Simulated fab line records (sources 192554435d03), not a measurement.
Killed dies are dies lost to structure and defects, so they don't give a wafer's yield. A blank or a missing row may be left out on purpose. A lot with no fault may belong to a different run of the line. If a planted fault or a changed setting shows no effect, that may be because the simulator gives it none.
Matching of chambers ; flow n5Finfet ; 3 sister chambers for N5_BEOL_M1_DEP_57 on pecvd-01
The step deposits SiCN from 3MS/NH3, target thk 8 nm, time 14 s. 6 wafers are shown with their chamber, then 10 later ones without.

## WAFERS PAIRED WITH THEIR CHAMBERS
wafer;chamber;throttleValvePct (%);showerheadPlenumPTorr (Torr)
L082.6;2;9.1;3.654
L083.4;1;9.9;3.637
L083.5;2;9.3;3.652
L085.5;0;8.5;3.662
L086.1;1;9.9;3.634
L086.2;0;8.4;3.664

## WAFERS WITHOUT THEIR CHAMBER
wafer;throttleValvePct (%);showerheadPlenumPTorr (Torr)
L086.3;8.7;3.656
L086.4;9.9;3.636
L086.5;9.7;3.640
L086.6;8.5;3.660
L089.4;8.7;3.666
L089.5;9.9;3.640
L089.6;8.6;3.662
L091.1;8.7;3.652
L091.3;8.6;3.648
L091.6;9.7;3.630

## WHICH CHAMBER EACH ONE RAN IN
wafer;from the rows above;in truth
L086.3;can't be placed: 0 or 2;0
L086.4;1;1
L086.5;1;1
L086.6;0;0
L089.4;0;0
L089.5;1;1
L089.6;0;0
L091.1;can't be placed: 2 or 0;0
L091.3;can't be placed: 2 or 0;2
L091.6;1;1
Placed correctly: 7 of 10. Not placeable from these rows: 3 (in 3, the candidates include the true chamber). Number placed wrongly: 0.
How it was worked out, from the rows above alone: a wafer's distance from a chamber is the root of the sum, over the readings, of the square of ((its reading less the chamber's mean) divided by the reading's scatter). If the next closest chamber is less than 2 further off than the closest, the wafer can't be placed; otherwise it belongs to the closest. The mean given for a chamber averages the wafers shown for that chamber. The scatter: the root of (the sum of the squares of (reading less its chamber's mean) over the shown wafers, divided by (wafers less chambers)).
